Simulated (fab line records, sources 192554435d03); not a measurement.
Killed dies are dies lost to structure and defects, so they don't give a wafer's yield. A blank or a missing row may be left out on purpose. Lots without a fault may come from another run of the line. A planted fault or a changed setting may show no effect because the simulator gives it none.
A struck lot beside a sound one | flow n5_finfet | 14 steps out of a route of 1938
Sound: wafers L893.2, L893.3, L893.5. Struck: wafers L898.3, L898.4, L898.6. The cause comes at the end.
At each step with rows: each side's tool, then ch and its chambers, then its first start. Under that, the readings that differ: sound wafers | struck wafers | difference of the means | sigmas: that difference in standard deviations of wafers without a fault.
alike: readings whose means differ by less than 2 such deviations, and words and numbers that are the same on both sides. not compared: withheld readings, readings that some wafer has no value for, bounds like >300 that may hide the same value, and numbers for which the record gives no deviation and whose values overlap.
The two part at a step that has a row with sigmas, a row that says differs or no value, or rows on one side only. Numbers that don't overlap but have no deviation are shown without sigmas and don't part them. A reading that every wafer of one side lacks parts them only if that side has two wafers or more.

first, 1 step without rows for these wafers: N5_BEOL_M14_HARDBAKE_14 (time 120 s).
N5_BEOL_M14_CD_MEAS_10: target cd 250 nm.
  sound on cd_sem-01 ch 0, day 13 18:59; struck on cd_sem-01 ch 0, day 15 02:19
  alike: cd_nm
N5_BEOL_M14_OVL_MEAS_11:
  sound on overlay-02 ch 0, day 13 19:01; struck on overlay-02 ch 0, day 15 02:21
  alike: V13_OVL
N5_BEOL_M14_INSPECT_12: inspects for defects (macro).
  sound on defect_inspect-02, day 13 19:02; struck on defect_inspect-02, day 15 02:23
  alike: raw_defect_count
N5_BEOL_M14_DESCUM_15: chemistry O2, time 7.9 s.
  sound on rie_diel-03 ch 0,1,3, day 13 19:41; struck on rie_diel-03 ch 1,2, day 15 02:25
  alike: drypump_motor_current_A, o2_flow_sccm, oes_product_au, rf_vpp_V, showerhead_plenum_p_Torr, throttle_valve_pct
  not compared: rf_hours_counter_h
N5_BEOL_M14_ETCH_59: etches BARC in N2/H2, target depth 89 nm, overetch 26.7 nm, time 67.9 s.
  sound on rie_diel-03 ch 0,1,3, day 13 19:44; struck on rie_diel-03 ch 1,2, day 15 02:26
  alike: drypump_motor_current_A, n2_flow_sccm, oes_product_au, rf_vpp_V, showerhead_plenum_p_Torr, throttle_valve_pct
  not compared: rf_hours_counter_h
N5_BEOL_M14_VIA_ETCH_16: etches SiO2 in C4F8/O2/Ar, target depth 1231.3 nm.
  sound on rie_diel-03 ch 0,1,3, day 13 19:47; struck on rie_diel-03 ch 1,2, day 15 02:30
  alike: drypump_motor_current_A, oes_o_777_au, oes_product_au, rf_vpp_V, showerhead_plenum_p_Torr, throttle_valve_pct
N5_BEOL_M14_STRIP_63: strips in O2.
  sound on rie_diel-03 ch 0,1,3; struck on rie_diel-03 ch 1,2
  alike: drypump_motor_current_A, o2_flow_sccm, oes_product_au, rf_vpp_V, showerhead_plenum_p_Torr, throttle_valve_pct
  not compared: rf_hours_counter_h
N5_BEOL_M14_STRIP_64: strips in O2.
  sound on rie_diel-03 ch 0,1,3; struck on rie_diel-03 ch 1,2
  alike: drypump_motor_current_A, o2_flow_sccm, oes_product_au, rf_vpp_V, showerhead_plenum_p_Torr, throttle_valve_pct
  not compared: rf_hours_counter_h
then, 2 steps without rows for these wafers: N5_BEOL_M14_STRIP_71 (strips in post etch residue remover, time 60 s); N5_BEOL_M14_SRD_72 (time 30 s, dry time 30 s).
N5_BEOL_M14_CD_MEAS_17: target cd 250 nm.
  sound on cd_sem-03, day 13 20:10; struck on cd_sem-03, day 15 02:51
  alike: cd_nm
N5_BEOL_M14_COAT_65: time 60 s, resist thk 450 nm.
  sound on litho_track-03 ch 0, day 13 20:12; struck on litho_track-04 ch 0, day 15 02:53
  reading                                   | sound                | struck               | difference | sigmas
  spin_speed_rpm (rpm)                      | 1498.7 1500.0 1500.4 | 1548.0 1548.0 1548.2 | +48.4      | +49
  model.SOC_of_BEOL_M14_COAT_65.thk_nm (nm) | 447.8 448.2 448      | 444.4 443.4 443.6    | -4.2       |
then, 1 step without rows for these wafers: N5_BEOL_M14_COAT_66 (time 60 s, resist thk 110 nm).

WHERE THEY PART
Only at N5_BEOL_M14_COAT_65, within this record.

WHY: what the simulator had put in
Process parameter drift: litho_track-04, from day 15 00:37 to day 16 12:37, at N5_BEOL_M14_COAT_65. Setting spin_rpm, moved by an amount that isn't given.
